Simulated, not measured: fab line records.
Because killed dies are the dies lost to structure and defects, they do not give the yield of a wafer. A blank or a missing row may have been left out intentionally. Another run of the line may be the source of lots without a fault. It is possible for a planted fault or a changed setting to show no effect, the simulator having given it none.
Matching of chambers	flow n5_finfet	N5_BEOL_M6_DESCUM_33 on rie_diel-05: 4 sister chambers
The step chemistry O2, time 7 s. 4 wafers are shown with their chamber, then 12 later ones without.

== EACH WAFER AND ITS CHAMBER ==
wafer	chamber	showerhead_plenum_p_Torr (Torr)
L085.6	2	2.08
L091.4	1	2.20
L090.3	0	2.19
L090.6	3	2.22

== WAFERS WITH NO CHAMBER GIVEN ==
wafer	showerhead_plenum_p_Torr (Torr)
L093.1	2.07
L093.3	2.22
L093.6	2.07
L094.1	2.20
L094.3	2.19
L094.4	2.22
L095.1	2.20
L095.3	2.22
L095.6	2.07
L097.2	2.18
L097.3	2.07
L097.6	2.07

== WHICH CHAMBER EACH WENT THROUGH ==
wafer	from the rows above	in truth
L093.1	2	2
L093.3	3	3
L093.6	2	2
L094.1	can't be placed: 1 or 0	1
L094.3	can't be placed: 0 or 1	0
L094.4	3	3
L095.1	can't be placed: 1 or 0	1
L095.3	3	3
L095.6	2	2
L097.2	can't be placed: 0 or 1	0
L097.3	2	2
L097.6	2	2
Correctly placed: 8 of 12. Cannot be placed on the basis of these rows: 4; the candidates contain the true chamber in 4. Wrongly placed: 0.
How it was worked out, from the rows above alone: a wafer's distance from a chamber is the root of the sum, over the readings, of the square of ((its reading less the chamber's mean) divided by the reading's scatter). If the next closest chamber is less than 2 further off than the closest, the wafer can't be placed; otherwise it belongs to the closest. For every chamber, the mean is computed from those of its wafers that are shown. The scatter (one wafer shown for each chamber): square how far every hidden wafer sits from the nearest shown wafer, average those squares and take the square root.
